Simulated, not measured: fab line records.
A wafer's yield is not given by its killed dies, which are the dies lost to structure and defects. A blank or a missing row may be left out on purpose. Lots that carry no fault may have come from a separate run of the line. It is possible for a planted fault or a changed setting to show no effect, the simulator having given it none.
Code-filled problem report in 8D (eight disciplines) form -- flow n5-finfet -- the parts of the form that need people (team, actions taken, sign-off) are left out
Where a reading is given only as a bound, like >300, the bound stands for it, and a mean or a difference that rests on one is marked > or <: the true number lies beyond.

## 1. PROBLEM STATEMENT
At N5_SD_EPI_N_INSPECT_26, raw-defect-count averages 627 over 6 wafers from 2 lots, while fault-free wafers read 210, standard deviation 38. Relative to the usual mean, that is a shift of +11 standard deviations.
The step: inspects for defects (darkfield).
Earliest sighting: wafer L191.1 on defect-inspect-02 at day 6 16:52. Wafers with a number at this step in the record: 25, from 9 lots. By rule, "out" or "out of limits" means more than 4 standard deviations away from the usual mean. All remaining wafers that have a number are taken as sound.

## 2. WHAT IT IS; WHAT IT IS NOT
question,is,is not
which readings at this step,raw-defect-count,-
which lots,"L191, L193","L177, L178, L183, L187, L196, L197, L199"
which wafers of those lots,all that have a number,-
read on which gauges,"defect-inspect-01, defect-inspect-02",-
when,from day 6 16:52,"up to then (12 sound wafers); but 7 sound wafers of L196, L197, L199 came after"

## 3. SUSPECTS, AND WHAT RULES EACH OUT
Counting: a tool at any process step up to the reading remains a suspect when it ran all the lots that are out and ran no sound lot after the first of those.
- the gauge at N5_SD_EPI_N_INSPECT_26 is ruled out. The wafers that are out were read on 2 gauges (defect-inspect-01, defect-inspect-02).
- rie-diel-03 at N5_DUMMY_GATE_STRIP_48 (strips in N2/H2, time 20 s): ruled out as a lasting fault. Following L191 (day 6 10:12), the first lot on it that is out, the sound lots L197, L199 were run on it.
- ald-sin-01 at N5_SPACER0_ALD_08 (deposits SiNx, target thk 2 nm): ruled out as a lasting fault. Following L191 (day 6 10:50), the first lot on it that is out, the sound lots L197 were run on it.
- plasma-asher-02 at N5_SD_EPI_N_STRIP_38 (strips in N2/H2): kept. All lots that are out passed through it, beginning with L191 at day 6 12:56, and no sound lot followed; its final sound lot before that point was L187 at day 5 17:19.
After counting, what remains is plasma-asher-02 at N5_SD_EPI_N_STRIP_38.

## 4. THE CAUSE (what the simulator had put in)
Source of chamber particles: plasma-asher-02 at N5_SD_EPI_N_STRIP_38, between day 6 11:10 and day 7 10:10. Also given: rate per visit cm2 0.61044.
This tool alone remained once counting was done.

## 5. SEQUENCE OF EFFECTS, ordered by route
Each row: a reading whose mean over the struck wafers that have a number lies more than 3 standard deviations from the usual. Only readings whose record carries a usual standard deviation are examined. hours: median over the lots of the time between each lot's start at the first step of this table that gives one and its start at this step. sigmas: the change, counted in usual standard deviations.
hours,step,reading,usual,on struck wafers,change,sigmas
0,N5_SD_EPI_N_INSPECT_26,raw-defect-count,210,627,+417,+11
0,N5_SD_EPI_P_INSPECT_11,raw-defect-count,2.0,>300,>+298,+99 or more
4,N5_SD_EPI_P_INSPECT_26,raw-defect-count,182,597,+415,+11
5,N5_SD_ACTIVATION_INSPECT_02,raw-defect-count,183,594,+411,+10
239,N5_PASSIVATION_PROBE_49,killed-at-front-end,42,158,+116,+9.7
239,N5_PASSIVATION_PROBE_49,killed-dies,103,221,+118,+6.5
Process steps it contains:
- N5_PASSIVATION_PROBE_49

## 6. WHAT WOULD HAVE CAUGHT IT SOONER
Counted from the fault's start at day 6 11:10, it took 6 hours until the first out-of-limits reading at a measuring or inspecting step in this record, taken at day 6 16:52.
Tool readings at N5_SD_EPI_N_STRIP_38 with a usual standard deviation given in the record: none out on any struck wafer, hence no alarm at a limit of 4 standard deviations on them.
L193, from the lots that are out (2), started N5_SD_EPI_N_STRIP_38 on plasma-asher-02 later than day 6 16:52. Had the tool been put on hold then, it would have been spared.
